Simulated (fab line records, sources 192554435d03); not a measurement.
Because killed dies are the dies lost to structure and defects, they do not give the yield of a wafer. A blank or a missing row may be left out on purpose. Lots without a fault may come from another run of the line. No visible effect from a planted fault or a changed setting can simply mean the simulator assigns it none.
Matching of chambers | flow n5_finfet | N5_BEOL_M7_CURE_75 on uv_cure-02: 3 sister chambers
The step cures SiCOH lowk, time 120 s. 18 wafers are shown with their chamber, then 9 later ones without.

== WAFERS PAIRED WITH THEIR CHAMBERS ==
wafer  | chamber | wafer_temp_C_max | lamp_power_pct (%)
L077.2 | 1       | 372.5            | 52.30
L077.3 | 1       | 372.1            | 52.33
L077.6 | 1       | 373.7            | 52.23
L076.4 | 1       | 373.5            | 52.35
L076.5 | 1       | 372.4            | 52.23
L076.6 | 1       | 372.1            | 52.27
L080.3 | 2       | 371.0            | 52.28
L080.4 | 2       | 371.3            | 52.37
L080.5 | 2       | 370.9            | 52.31
L082.3 | 2       | 371.1            | 52.29
L082.5 | 2       | 371.3            | 52.31
L082.6 | 2       | 371.3            | 52.33
L085.1 | 2       | 371.1            | 52.30
L085.4 | 2       | 371.0            | 52.30
L085.5 | 2       | 371.1            | 52.34
L089.1 | 0       | 371.7            | 52.19
L089.3 | 0       | 371.2            | 52.35
L089.5 | 0       | 371.7            | 52.31

SIGNATURES, as means of the wafers listed above
reading          | chamber 0 | chamber 1 | chamber 2 | scatter within a chamber
wafer_temp_C_max | 371.533   | 372.717   | 371.122   | 0.434
lamp_power_pct   | 52.2833   | 52.2850   | 52.3144   | 0.0468
Rule: for each reading, subtract the chamber's mean from the wafer's reading, divide by that reading's scatter and square the result; add these up over the readings and take the root, which gives the wafer's distance from the chamber. The wafer belongs to the nearest chamber; if the next one is less than 2 further off, it can't be placed. How the scatter is found: for the shown wafers, subtract from each reading the mean of its chamber, square and add these, divide the total by (wafers less chambers), then take the root.

== WAFERS WITH NO CHAMBER GIVEN ==
wafer  | wafer_temp_C_max | lamp_power_pct (%)
L091.2 | 371.8            | 52.31
L091.4 | 372.6            | 52.34
L091.6 | 372.9            | 52.25
L097.3 | 371.5            | 52.30
L097.4 | 371.6            | 52.35
L097.5 | 371.1            | 52.24
L096.2 | 371.4            | 52.26
L096.4 | 371.5            | 52.29
L096.5 | 371.2            | 52.40

== WHICH CHAMBER EACH WENT THROUGH ==
wafer  | from the rows above          | in truth
L091.2 | can't be placed: 0 or 2 or 1 | 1
L091.4 | can't be placed: 1 or 0      | 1
L091.6 | 1                            | 1
L097.3 | can't be placed: 0 or 2      | 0
L097.4 | can't be placed: 2 or 0 or 1 | 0
L097.5 | can't be placed: 0 or 2      | 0
L096.2 | can't be placed: 0 or 2      | 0
L096.4 | can't be placed: 0 or 2      | 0
L096.5 | can't be placed: 2 or 0      | 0
Placed correctly: 1 of 9. From these rows, 8 cannot be placed; in 8 the true chamber is one of the candidates. Placed wrongly: 0.
